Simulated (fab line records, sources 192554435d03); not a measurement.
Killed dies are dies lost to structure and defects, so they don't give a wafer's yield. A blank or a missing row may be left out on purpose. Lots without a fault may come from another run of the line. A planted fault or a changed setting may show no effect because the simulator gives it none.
Chamber matching | flow n5_finfet | N5_BEOL_M7_DESCUM_16 on rie_diel-04: 4 sister chambers
The step chemistry O2, time 7.9 s. 4 wafers are shown with their chamber, then 7 later ones without.

WAFERS WITH THEIR CHAMBER
wafer  | chamber | throttle_valve_pct (%)
L079.3 | 1       | 20.31
L080.6 | 3       | 20.64
L086.2 | 0       | 20.78
L086.3 | 2       | 20.25

WAFERS WITHOUT THEIR CHAMBER
wafer  | throttle_valve_pct (%)
L086.6 | 20.33
L087.1 | 20.25
L087.3 | 20.67
L087.6 | 20.32
L088.1 | 20.35
L088.4 | 20.26
L088.6 | 20.80

WHICH CHAMBER EACH WENT THROUGH
wafer  | from the rows above     | in truth
L086.6 | 1                       | 1
L087.1 | 2                       | 2
L087.3 | 3                       | 3
L087.6 | 1                       | 1
L088.1 | 1                       | 1
L088.4 | can't be placed: 2 or 1 | 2
L088.6 | 0                       | 0
Placed correctly: 6 of 7. Can't be placed from these rows: 1 (the true chamber is among the candidates in 1). Placed wrongly: 0.
How it was worked out, from the rows above alone: a wafer's distance from a chamber is the root of the sum, over the readings, of the square of ((its reading less the chamber's mean) divided by the reading's scatter). The wafer belongs to the nearest chamber; if the next one is less than 2 further off, it can't be placed. A chamber's mean is the mean of its shown wafers. The scatter: with one shown wafer a chamber, the root of the mean of the squares of how far each hidden wafer lies from its nearest shown one.
